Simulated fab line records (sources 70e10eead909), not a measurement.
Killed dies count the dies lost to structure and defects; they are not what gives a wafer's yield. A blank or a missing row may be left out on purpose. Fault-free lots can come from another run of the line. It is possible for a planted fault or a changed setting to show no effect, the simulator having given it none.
Matching of chambers :: flow nand-harc :: 4 sister chambers for NHARC_A_STAIRCASE_TRIM_12 on rie-diel-04
The step chemistry O2, time 211.2 s. 8 wafers are shown with their chamber, then 12 later ones without.

== WAFERS WITH THEIR CHAMBER ==
wafer: L082.1
chamber: 3
showerhead-plenum-p-Torr (Torr): 3.36
drypump-motor-current-A (A): 6.2

wafer: L082.4
chamber: 2
showerhead-plenum-p-Torr (Torr): 3.30
drypump-motor-current-A (A): 5.6

wafer: L084.3
chamber: 3
showerhead-plenum-p-Torr (Torr): 3.36
drypump-motor-current-A (A): 6.2

wafer: L084.5
chamber: 2
showerhead-plenum-p-Torr (Torr): 3.29
drypump-motor-current-A (A): 5.6

wafer: L086.5
chamber: 1
showerhead-plenum-p-Torr (Torr): 3.47
drypump-motor-current-A (A): 5.4

wafer: L088.4
chamber: 0
showerhead-plenum-p-Torr (Torr): 3.72
drypump-motor-current-A (A): 5.7

wafer: L088.5
chamber: 1
showerhead-plenum-p-Torr (Torr): 3.47
drypump-motor-current-A (A): 5.5

wafer: L088.6
chamber: 0
showerhead-plenum-p-Torr (Torr): 3.72
drypump-motor-current-A (A): 5.7

== WAFERS WITH NO CHAMBER GIVEN ==
wafer: L090.2
showerhead-plenum-p-Torr (Torr): 3.71
drypump-motor-current-A (A): 5.7

wafer: L090.3
showerhead-plenum-p-Torr (Torr): 3.35
drypump-motor-current-A (A): 6.2

wafer: L090.4
showerhead-plenum-p-Torr (Torr): 3.28
drypump-motor-current-A (A): 5.6

wafer: L090.1
showerhead-plenum-p-Torr (Torr): 3.47
drypump-motor-current-A (A): 5.4

wafer: L090.5
showerhead-plenum-p-Torr (Torr): 3.28
drypump-motor-current-A (A): 5.6

wafer: L090.6
showerhead-plenum-p-Torr (Torr): 3.35
drypump-motor-current-A (A): 6.2

wafer: L093.1
showerhead-plenum-p-Torr (Torr): 3.71
drypump-motor-current-A (A): 5.7

wafer: L093.3
showerhead-plenum-p-Torr (Torr): 3.46
drypump-motor-current-A (A): 5.5

wafer: L093.6
showerhead-plenum-p-Torr (Torr): 3.34
drypump-motor-current-A (A): 6.2

wafer: L095.2
showerhead-plenum-p-Torr (Torr): 3.34
drypump-motor-current-A (A): 6.2

wafer: L095.3
showerhead-plenum-p-Torr (Torr): 3.46
drypump-motor-current-A (A): 5.4

wafer: L095.5
showerhead-plenum-p-Torr (Torr): 3.46
drypump-motor-current-A (A): 5.4

== WHICH CHAMBER EACH ONE RAN IN ==
wafer: L090.2
from the rows above: 0
in truth: 0

wafer: L090.3
from the rows above: 3
in truth: 3

wafer: L090.4
from the rows above: 2
in truth: 2

wafer: L090.1
from the rows above: 1
in truth: 1

wafer: L090.5
from the rows above: 2
in truth: 2

wafer: L090.6
from the rows above: 3
in truth: 3

wafer: L093.1
from the rows above: 0
in truth: 0

wafer: L093.3
from the rows above: 1
in truth: 1

wafer: L093.6
from the rows above: 3
in truth: 3

wafer: L095.2
from the rows above: 3
in truth: 3

wafer: L095.3
from the rows above: 1
in truth: 1

wafer: L095.5
from the rows above: 1
in truth: 1
Placed correctly: 12 of 12. Not placeable from these rows: 0. Wrongly placed: 0.
How it was worked out, from the rows above alone: a wafer's distance from a chamber is the root of the sum, over the readings, of the square of ((its reading less the chamber's mean) divided by the reading's scatter). If the next closest chamber is less than 2 further off than the closest, the wafer can't be placed; otherwise it belongs to the closest. Each chamber's mean is taken over the wafers shown for it. The scatter: take each reading less its chamber's mean, square it, sum over the shown wafers, divide by the number of wafers less the number of chambers, and take the root.
